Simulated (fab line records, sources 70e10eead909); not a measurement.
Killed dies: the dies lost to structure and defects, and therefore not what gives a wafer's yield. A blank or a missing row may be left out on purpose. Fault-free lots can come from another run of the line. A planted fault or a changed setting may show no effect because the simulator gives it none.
Struck lot and sound lot, side by side ; flow nand-harc ; 44 out of 1302 route steps
Sound: wafers L815.3, L815.4, L815.5. Wafers L819.2, L819.4, L819.5 were the ones struck. At the end, the cause is stated.
Order at every step that has rows: each side's tool, ch and its chambers, its first start. Under that, the readings that differ: sound wafers ; struck wafers ; difference of the means ; sigmas: that difference in standard deviations of wafers without a fault.
alike: words and numbers the same on both sides, and readings whose means are apart by under 2 such deviations; not compared: readings that were withheld, readings missing a value for some wafer, numbers with overlapping values and no deviation given by the record, and bounds like >300 which may hide the same value.
The two part at a step that has a row with sigmas, a row that says differs or no value, or rows on one side only. Numbers that have no deviation but don't overlap get no sigmas and don't part them. A reading that every wafer of one side lacks parts them only if that side has two wafers or more.

first, 5 steps without rows for these wafers: NHARC_P_GATE_SOFTBAKE_21 (time 55 s); NHARC_P_GATE_EBR_22; NHARC_P_GATE_EXPOSE_23 (exposes mask P GATE, target cd 120 nm); NHARC_P_GATE_PEB_24 (peb time 65 s); NHARC_P_GATE_DEVELOP_25 (develop time 35 s).
NHARC_P_GATE_CD_MEAS_26 targets a cd of 120 nm.
  sound on cd-sem-03 ch 0, day 8 09:29; struck on cd-sem-01 ch 0, day 9 23:35
  alike: cd-nm
NHARC_P_GATE_OVL_MEAS_27:
  sound on overlay-01 at day 8 09:34; struck on overlay-01 at day 9 23:41
  alike: overlay-x-nm, overlay-y-nm
NHARC_P_GATE_INSPECT_28:
  sound on defect-inspect-01 at day 8 09:36; struck on defect-inspect-01 at day 9 23:43
  alike: raw-defect-count
NHARC_P_GATE_DESCUM_31: chemistry O2, time 3 s.
  sound on rie-diel-04 ch 0,1,2, day 8 09:40; struck on rie-diel-09 ch 0,2,3, day 9 23:47
  alike: drypump-motor-current-A, oes-product-au, rf-vpp-V, showerhead-plenum-p-Torr, throttle-valve-pct
  not compared: rf-hours-counter-h
NHARC_P_GATE_ETCH_104: etches the open film in CF4/CHF3, target depth 60 nm.
  sound on rie-diel-04 ch 0,3, day 8 09:45; struck on rie-diel-09 ch 1,2,3, day 9 23:52
  alike: drypump-motor-current-A, oes-product-au, rf-vpp-V, showerhead-plenum-p-Torr, throttle-valve-pct
then, 2 steps without rows for these wafers: NHARC_P_GATE_HM_OPEN_105 (chemistry O2/COS, target depth 360 nm); NHARC_P_GATE_STRIP_106 (strips in O2/COS).
NHARC_P_GATE_ETCH_114: etches the open film in CF4/O2, target depth 30 nm, overetch 3 nm, time 16.5 s.
  sound on rie-diel-09 ch 0,2,3, day 8 10:04; struck on rie-diel-09 ch 2,3, day 10 00:00
  alike: drypump-motor-current-A, oes-product-au, rf-vpp-V, showerhead-plenum-p-Torr, throttle-valve-pct
  not compared: rf-hours-counter-h
NHARC_P_GATE_ETCH_32: etches the open film in HBr/Cl2, target depth 150 nm, time 100.1 s.
  sound on rie-si-06 ch 0,2, day 8 10:08; struck on rie-si-02 ch 1,2,3, day 10 00:16
  alike: drypump-motor-current-A, hbr-flow-sccm, oes-product-au, throttle-valve-pct
  not compared: rf-hours-counter-h
NHARC_P_GATE_STRIP_108: strips in O2.
  sound on rie-diel-09 ch 0,3, day 8 10:20; struck on rie-diel-04 ch 0,1,3, day 10 00:26
  alike: drypump-motor-current-A, oes-product-au, rf-vpp-V, showerhead-plenum-p-Torr, throttle-valve-pct
  not compared: rf-hours-counter-h
NHARC_P_GATE_CD_MEAS_33:
  sound on cd-sem-02 at day 8 10:31; struck on cd-sem-03 at day 10 00:34
  alike: cd-nm
then, 18 steps without rows for these wafers: NHARC_P_GATE_STRIP_35 (strips in SPM, time 600 s); NHARC_P_GATE_PRECLEAN_73 (cleans in SC1); NHARC_P_GATE_SRD_74; NHARC_P_GATE_ALD_36 (deposits SiNx, target thk 20 nm, pulse time 60 s, ald cycles 223); NHARC_P_GATE_ETCHBACK_37 (etches the open film in CHF3/O2, target depth 34.5 nm, time 17.2 s); NHARC_P_GATE_STRIP_101 (strips in O2, time 20 s); NHARC_P_GATE_PRECLEAN_97 (cleans in SPM, time 600 s); NHARC_P_GATE_SRD_98; NHARC_P_GATE_PRECLEAN_99 (cleans in SC1); NHARC_P_GATE_SRD_100; NHARC_P_GATE_DEHYDRATE_38 (time 120 s); NHARC_P_GATE_HMDS_39 (time 30 s); NHARC_P_GATE_COAT_40; NHARC_P_GATE_SOFTBAKE_41 (time 95 s); NHARC_P_GATE_EBR_42; NHARC_P_GATE_EXPOSE_43 (exposes mask P NSD, target cd 720 nm); NHARC_P_GATE_PEB_44 (peb time 85 s); NHARC_P_GATE_DEVELOP_45 (time 70 s).
NHARC_P_GATE_CD_MEAS_46 targets a cd of 720 nm.
  sound on cd-sem-02 ch 0, day 8 21:33; struck on cd-sem-03 ch 0, day 10 11:31
  alike: cd-nm
then, 4 steps without rows for these wafers: NHARC_P_GATE_HARDBAKE_47 (time 80 s); NHARC_P_GATE_DESCUM_48 (chemistry O2, time 3 s); NHARC_P_GATE_IMPLANT_49; NHARC_P_GATE_STRIP_111 (strips in N2/H2, time 250 s).
NHARC_P_GATE_STRIP_75: strips in O2.
  sound on plasma-asher-01 ch 0,1, day 8 22:25; struck on plasma-asher-01 ch 0,1, day 10 12:21
  alike: drypump-motor-current-A, heater-power-w
  not compared: rf-hours-counter-h
then, 2 steps without rows for these wafers: NHARC_P_GATE_STRIP_50 (strips in SPM, time 900 s); NHARC_P_GATE_DEHYDRATE_51 (time 120 s).
NHARC_P_GATE_INSPECT_68:
  sound on defect-inspect-02 at day 9 04:09; struck on defect-inspect-01 at day 10 18:08
reading;sound;struck;difference;sigmas
raw-defect-count;156 103 151;571 541 575;+426;+7
-- record jumps: 19 days between struck wafers' starts before vs after; left off in module P_GATE, resumes in module END, first step shown is number 1302 of the route --
NHARC_END_SORT_01:
  the record has rows for the struck wafers here (prober-02 ch 0, day 29 17:41) and none for the sound ones

WHERE THEY PART
At NHARC_P_GATE_INSPECT_68 first; at NHARC_END_SORT_01 last (within this record only).

WHY: what had been put in by the simulator
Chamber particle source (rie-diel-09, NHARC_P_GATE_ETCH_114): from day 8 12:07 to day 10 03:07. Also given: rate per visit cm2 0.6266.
